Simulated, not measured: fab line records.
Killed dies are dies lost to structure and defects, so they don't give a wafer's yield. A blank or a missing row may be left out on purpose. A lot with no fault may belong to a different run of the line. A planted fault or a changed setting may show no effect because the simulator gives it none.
Problem report in the 8D (eight disciplines) form, filled by code | flow n5-finfet | the parts of the form that need people (team, actions taken, sign-off) are left out

## 1. THE ISSUE
Wafers without a fault read 1500.0 rpm, standard deviation 1.1; spin-speed-rpm at N5_HKMG_FIN_COAT_43 reads a mean of 1564.1 rpm on 6 wafers belonging to 2 lots. Relative to the usual mean, that is a shift of +58 standard deviations.
The step: resist thk 90 nm.
Earliest sighting: wafer L947.1 on litho-track-02 at day 8 05:56. The record holds 18 wafers of 6 lots with a number at this step. Rule for "out", or "out of limits": more than 4 standard deviations from the usual mean. The other wafers with a number count as sound.

## 2. WHAT IT IS, WHAT IT ISN'T
question                    | is                     | is not
which readings at this step | spin-speed-rpm         | dispense-pressure-kPa
which lots                  | L947, L948             | L933, L943, L952, L953
which wafers of those lots  | all that have a number | -
read on which tools         | litho-track-02         | litho-track-03, litho-track-04
when                        | from day 8 05:56       | up to then (6 sound wafers); but 6 sound wafers of L952, L953 came after

## 3. THE SUSPECTS, EACH WITH WHAT RULES IT OUT
Counting: a tool at a process step up to the reading stays a suspect if it ran every lot that is out and no sound lot after the first of them.
- ald-hk-03 at N5_HKMG_FIN_HK_ALD_01 (deposits HfO2, target thk 1.6 nm, pulse time 3 s, purge time 3 s): ruled out as a lasting fault. The sound lots L953 went through it after L947, its earliest lot that is out (day 8 05:21).
- ald-hk-01 at N5_HKMG_FIN_ALD_74 (deposits La2O3, target thk 0.5 nm, pulse time 6 s, co reactant pulse time 1 s): ruled out as a lasting fault. The sound lots L953 went through it after L947, its earliest lot that is out (day 8 05:45).
- ald-hk-01 at N5_HKMG_FIN_ALD_75 (deposits Al2O3, target thk 1 nm, co reactant pulse time 1 s): ruled out as a lasting fault. The sound lots L953 went through it after L947, its earliest lot that is out (day 8 05:50).
- litho-track-02 at N5_HKMG_FIN_COAT_43 (resist thk 90 nm): kept. It processed each lot that is out, first L947 at day 8 05:56, and no sound lot thereafter; up to then, the last sound lot it processed was L933 at day 4 23:50. On those wafers its own readings are out: spin-speed-rpm.
After counting, what remains is litho-track-02 at N5_HKMG_FIN_COAT_43.

## 4. THE CAUSE (what the simulator had put in)
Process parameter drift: litho-track-02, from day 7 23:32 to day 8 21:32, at N5_HKMG_FIN_COAT_43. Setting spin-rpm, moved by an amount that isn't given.
This tool alone remained once counting was done.

## 5. THE CHAIN OF EFFECTS, in route order
One row per reading whose mean, taken over the struck wafers that have a number, lies over 3 standard deviations from the usual. Only readings whose record carries a usual standard deviation are examined. hours: median over the lots of the time between each lot's start at the first step of this table that gives one and its start at this step. sigmas: the change, counted in usual standard deviations.
hours | step                | reading        | usual      | on struck wafers | change | sigmas
0     | N5_HKMG_FIN_COAT_43 | spin-speed-rpm | 1500.0 rpm | 1564.1           | +64.1  | +58
Its process steps:
- N5_HKMG_FIN_COAT_43: resist thk 90 nm.
At these later measuring or inspecting steps, every struck wafer for which the step has a row has a number for every such reading, and none has moved that far: N5_HKMG_FIN_CD_MEAS_49, N5_HKMG_FIN_OVL_MEAS_50, N5_HKMG_FIN_INSPECT_61.

## 6. WHAT WOULD HAVE CAUGHT IT SOONER
In this record no reading fell out of limits until day 8 05:56, 6 hours after the fault had begun at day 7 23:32.
